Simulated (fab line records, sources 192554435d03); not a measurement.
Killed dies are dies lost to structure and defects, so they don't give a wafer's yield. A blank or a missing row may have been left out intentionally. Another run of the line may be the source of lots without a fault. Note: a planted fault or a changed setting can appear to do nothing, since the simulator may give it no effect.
fab line records	flow n5Finfet	part 2 of 2: steps 23 to 32 of 32
record lots=5	wafers=15	lastDay=17
route steps=1938 shown BEOL_M0@721 BEOL_M1@751
lots untouched by any fault: they come from a run of this same line in which no faults occurred
startH: hours from the record's opening day to when the first of the lot's shown wafers began	waitH: hours since the lot's step before	" repeats the value in the row above	L1.1+2: several wafers, shown together as one row	- no value, or no start given	* or withheld: withheld	< > ~ a bound
route shown NAME@n: NAME is a module with steps in the file, n the number in the route of the first one	usual: mean and standard deviation over wafers with no fault	same: alike in all rows	chamber/n: place in a boat	sites: each site's reading	_std_site: standard deviation across them	_edge_site: outer sites' mean less inner sites'	radiusMm: for every site, how far away it sits from the centre of the wafer	mask NAME#n: copy n	behind: the tool/chamber that last shaped the wafer	hold: why the lot went on hold/how many hours it stayed there/how the hold came to an end	device: the transistor (n, p or np) that didn't switch	end of line: tests of these same wafers at the route's end	a step with no rows: only its recipe	killed: the dies lost at the first sort to structure and to defects; this is not the yield of the wafer	map: a wafer's dies, x killed, . not, _ none there
set.NAME: the setting as run; set.NAME@STEP: as run at that earlier step	model.NAME: the simulator's own value behind a step, which no gauge read
a table for each step, a row for each wafer; lots at some steps of the route
services: from which hour (startH, from the record's first day; less than 0 if before it) a tool's chamber was out of use, for how many hours, and why
## steps
# step N5_BEOL_M0_CMP_120
# recipe stopOn=SiOC	tOverpolishS=6.9	downForcePsi=1	platenRpm=50	clearingPlatenDownForcePsi=1.5	clearingPlatenRpm=50	postCmpClean=cuAlkaline	clearingPlatenPadVelocityMS=0.99484	padVelocityMS=0.99484
# usual barrierFieldEndpointS=3.69/0.13	clearingPlatenDownForcePsi=1.499/0.0032	motorCurrentA=6.4/0.7	overpolishRunS=6.899/0.0082	slurryFlowMlMin=150.1/0.44	timeToEndpointS=62/3.5
lot.wafer	tool	chamber	startH	waitH	barrierFieldEndpointS	clearingPlatenDownForcePsi	motorCurrentA	overpolishRunS	slurryFlowMlMin	timeToEndpointS
L078.2	cmp-02	2	140.35	0.2	3.60	1.495	7.1	6.899	150.9	59
L078.3	"	3	"	"	3.81	1.502	6.4	6.903	150.5	61
L078.5	"	2	"	"	3.78	1.491	6.8	6.897	150.6	61
L080.2	cmp-03	1	161.04	0.2	3.56	1.503	6.8	6.902	150.1	61
L080.5	"	0	"	"	3.59	1.493	5.6	6.904	150.4	63
L080.6	"	1	"	"	3.54	1.499	6.8	6.907	150.7	57
L084.2	cmp-03	2	182.96	0.2	3.76	1.500	5.9	6.910	149.7	64
L084.4	"	0	"	"	3.81	1.494	5.9	6.898	149.5	67
L084.5	"	3	"	"	3.66	1.498	7.2	6.897	149.8	60
L087.2	cmp-04	0	202.23	0.2	3.54	1.501	6.0	6.888	149.7	54
L087.3	"	1	"	"	3.81	1.501	6.0	6.901	149.8	61
L087.6	"	3	"	"	3.71	1.497	8.1	6.905	149.5	60
L091.4	cmp-04	0	223.13	0.2	3.69	1.499	5.9	6.909	150.5	58
L091.3	"	1	"	"	3.76	1.503	6.0	6.906	150.1	64
L091.2	"	2	"	"	3.73	1.501	5.5	6.901	150.1	60
# step N5_BEOL_M0_PRE_CLEAN_131
# recipe gas=NH3/H2	timeS=15	tempC=*	rfPowerW=300
# usual heaterPowerW=85/12
lot.wafer	tool	chamber	startH	waitH	heaterPowerW
L078.2	cvdCo-01	1	140.68	0.0	99
L078.3	"	0	"	"	97
L078.5	"	0	"	"	96
L080.2	cvdCo-02	0	161.33	0.0	81
L080.5	"	0	"	"	81
L080.6	"	1	"	"	77
L084.2	cvdCo-02	1	183.34	0.1	74
L084.4	"	1	"	"	75
L084.5	"	2	"	"	92
L087.2	cvdCo-02	1	202.52	0.0	77
L087.3	"	0	"	"	80
L087.6	"	0	"	"	80
L091.2	cvdCo-01	2	223.42	0.0	64
L091.3	"	1	"	"	99
L091.4	"	2	"	"	64
# step N5_BEOL_M0_CO_CAP_123
# recipe material=Co	targetThkA=20	tempC=200	precursor=CCTBA/H2	pressureTorr=30	timeS=102.1
# usual heaterPowerW=236/15
lot.wafer	tool	chamber	startH	waitH	heaterPowerW
L078.2	cvdCo-01	1	140.72	0.0	245
L078.3	"	0	"	"	255
L078.5	"	0	"	"	246
L080.2	cvdCo-02	0	161.37	0.0	235
L080.5	"	0	"	"	230
L080.6	"	1	"	"	228
L084.2	cvdCo-02	1	183.38	0.0	227
L084.4	"	1	"	"	223
L084.5	"	2	"	"	245
L087.2	cvdCo-02	1	202.56	0.0	224
L087.3	"	0	"	"	226
L087.6	"	0	"	"	227
L091.2	cvdCo-01	2	223.46	0.0	212
L091.3	"	1	"	"	252
L091.4	"	2	"	"	209
# step N5_BEOL_M0_PRE_CLEAN_124
# recipe gas=NH3	timeS=15	tempC=withheld	rfPowerW=300
lot.wafer	tool	chamber	startH	waitH
L078.2+3+5	pecvd-03	2,0,1	140.81	0.1
L080.2+5+6	pecvd-03	2,2,0	161.46	0.1
L084.2+4+5	pecvd-02	0,0,2	183.47	0.1
L087.2+3+6	pecvd-02	0,2,1	202.65	0.1
L091.2+3+4	pecvd-02	1,0,0	223.55	0.1
# step N5_BEOL_M0_DEP_125
# recipe material=SiCN	targetThkA=80	tempC=withheld	precursor=3MS/NH3	pressureTorr=3	rfW=202	timeS=14
# usual showerheadPlenumPTorr=3.671/0.016	throttleValvePct=8.9/0.56
lot.wafer	tool	chamber	startH	waitH	showerheadPlenumPTorr	throttleValvePct
L078.2	pecvd-03	2	140.84	0.0	3.654	8.4
L078.3	"	0	"	"	3.666	8.5
L078.5	"	1	"	"	3.700	9.3
L080.2	pecvd-03	2	161.49	0.0	3.663	8.7
L080.5	"	2	"	"	3.657	8.8
L080.6	"	0	"	"	3.660	8.5
L084.2	pecvd-02	0	183.49	0.0	3.656	8.6
L084.4	"	0	"	"	3.660	9.0
L084.5	"	2	"	"	3.662	8.6
L087.2	pecvd-02	0	202.68	0.0	3.650	8.8
L087.3	"	2	"	"	3.668	8.9
L087.6	"	1	"	"	3.650	8.5
L091.2	pecvd-02	1	223.58	0.0	3.654	8.5
L091.3	"	0	"	"	3.661	8.7
L091.4	"	0	"	"	3.662	8.8
# step N5_BEOL_M0_RS_MEAS_126
# recipe thkMeasGauge=four-point-probe	reads=Co_of_BEOL_M0_CO_CAP_123+Cu_of_BEOL_M0_ECD_118+Co_of_BEOL_M0_CVD_115+TaN_of_BEOL_M0_ALD_136
# usual M0_RS=0.542/0.019
lot.wafer	tool	chamber	startH	waitH	M0_RS[ohm/sq]
L078.2	filmMetro-01	-	140.90	0.1	0.537
L078.3	"	-	"	"	0.571
L078.5	"	-	"	"	0.542
L080.2	filmMetro-01	-	161.55	0.1	0.554
L080.5	"	-	"	"	0.515
L080.6	"	-	"	"	0.564
L084.2	filmMetro-01	-	183.56	0.1	0.554
L084.4	"	-	"	"	0.505
L084.5	"	-	"	"	0.552
L087.2	filmMetro-02	-	202.74	0.1	0.582
L087.3	"	-	"	"	0.552
L087.6	"	-	"	"	0.526
L091.2	filmMetro-01	-	223.65	0.1	0.543
L091.3	"	-	"	"	0.524
L091.4	"	-	"	"	0.542
# step N5_BEOL_M0_INSPECT_127
# recipe inspectInstrument=darkfield	mode=postDep
# usual rawDefectCount=59/22
lot.wafer	tool	chamber	startH	waitH	rawDefectCount
L078.2	defectInspect-02	-	140.93	0.0	93
L078.3	"	-	"	"	65
L078.5	"	-	"	"	76
L080.2	defectInspect-02	-	161.58	0.0	27
L080.5	"	-	"	"	69
L080.6	"	-	"	"	77
L084.2	defectInspect-02	-	183.59	0.0	86
L084.4	"	-	"	"	53
L084.5	"	-	"	"	36
L087.2	defectInspect-02	-	202.77	0.0	51
L087.3	"	-	"	"	35
L087.6	"	-	"	"	46
L091.2	defectInspect-01	-	223.67	0.0	55
L091.3	"	-	"	"	52
L091.4	"	-	"	"	38
# step N5_BEOL_M1_ILD_DEP_00
# recipe material=SiOC	targetThkA=790	tempC=350	precursor=DEMS/O2	pressureTorr=5	rfW=500	timeS=15.3
# usual heaterPowerW=504/54	showerheadPlenumPTorr=5.695/0.016	throttleValvePct=12.0/0.66
lot.wafer	tool	chamber	startH	waitH	heaterPowerW	showerheadPlenumPTorr	throttleValvePct
L078.2	pecvd-02	1	140.97	0.0	473	5.678	11.3
L078.3	"	2	"	"	540	5.705	11.6
L078.5	"	0	"	"	594	5.693	11.5
L080.2	pecvd-04	0	161.62	0.0	490	5.707	12.2
L080.5	"	1	"	"	497	5.670	12.7
L080.6	"	0	"	"	504	5.712	12.6
L084.2	pecvd-01	2	183.62	0.0	548	5.704	10.4
L084.4	"	2	"	"	553	5.704	10.9
L084.5	"	1	"	"	373	5.703	12.8
L087.2	pecvd-02	0	202.81	0.0	535	5.678	11.6
L087.3	"	1	"	"	578	5.655	11.2
L087.6	"	2	"	"	535	5.709	11.7
L091.2	pecvd-01	1	223.71	0.0	408	5.721	13.1
L091.3	"	0	"	"	446	5.720	13.0
L091.4	"	0	"	"	449	5.713	13.3
# step N5_BEOL_M1_THK_MEAS_01
# recipe reads=SiOC_of_BEOL_M1_ILD_DEP_00
# usual M1_ILD_THK=79.2/1
lot.wafer	tool	chamber	startH	waitH	M1_ILD_THK[nm]
L078.2	filmMetro-02	-	141.03	0.1	79.4
L078.3	"	-	"	"	77.6
L078.5	"	-	"	"	78.9
L080.2	filmMetro-02	-	161.68	0.1	78.5
L080.5	"	-	"	"	79.8
L080.6	"	-	"	"	79.8
L084.2	filmMetro-02	-	183.69	0.1	79.3
L084.4	"	-	"	"	79.2
L084.5	"	-	"	"	79.8
L087.2	filmMetro-01	-	202.87	0.1	78.1
L087.3	"	-	"	"	79.5
L087.6	"	-	"	"	79.7
L091.2	filmMetro-01	-	223.78	0.1	78.7
L091.3	"	-	"	"	78.5
L091.4	"	-	"	"	79.6
# step N5_BEOL_M1_PECVD_72
# recipe material=SiO2	targetThkA=160	tempC=400	precursor=TEOS/O2	pressureTorr=5.5	rfW=450	teosFlowSccm=53.8	gas=O2	flowSccm=3000	timeS=18
# usual heaterPowerW=725/77	showerheadPlenumPTorr=8.80/0.059	throttleValvePct=22.5/1.6
lot.wafer	tool	chamber	startH	waitH	heaterPowerW	showerheadPlenumPTorr	throttleValvePct
L078.2	pecvd-02	2	141.07	0.0	693	8.84	21.8
L078.3	"	1	"	"	775	8.71	21.6
L078.5	"	2	"	"	682	8.80	21.9
L080.2	pecvd-02	2	161.72	0.0	780	8.82	21.6
L080.5	"	1	"	"	724	8.70	21.3
L080.6	"	2	"	"	781	8.82	21.7
L084.2	pecvd-02	2	183.73	0.0	709	8.82	22.0
L084.4	"	1	"	"	828	8.71	21.5
L084.5	"	0	"	"	749	8.77	21.8
L087.2	pecvd-04	2	202.91	0.0	706	8.77	23.0
L087.3	"	1	"	"	730	8.73	23.1
L087.6	"	1	"	"	753	8.74	23.4
L091.2	pecvd-02	2	223.81	0.0	700	8.82	21.9
L091.3	"	0	"	"	845	8.76	21.8
L091.4	"	0	"	"	850	8.75	21.6
## services
tool	chamber	startH	hours	kind
cvdCo-02	1	114.67	-	clean
cvdCo-02	1	114.67	22.0	scheduledDown
cvdCo-02	1	114.67	22.0	ventCycle
pvdSputter-02	-	146.19	7.4	repair
wetBench-06	-	149.51	4.0	repair
pecvd-01	-	154.39	1.6	repair
pecvd-02	0	156.38	6.4	repair
cmp-04	-	159.07	7.2	repair
rieDiel-01	3	165.61	6.2	repair
aldMetal-04	-	175.44	6.2	repair
cmp-04	-	175.55	10.8	pm
ecdCu-01	-	180.86	5.7	pm
cmp-02	-	183.85	5.1	pm
pecvd-03	-	186.52	0.8	repair
wetBench-06	-	194.02	2.5	repair
cmp-04	-	194.07	0.7	repair
rieDiel-01	1	200.33	1.6	repair
cvdCo-01	0	201.83	16.8	repair
rieDiel-05	0	203.00	-	clean
cmp-04	-	208.17	5.1	repair
cmp-03	-	211.73	4.0	pm
cvdCo-02	-	214.67	0.5	repair
cmp-02	-	220.59	2.2	repair
pecvd-01	0	221.01	1.7	repair
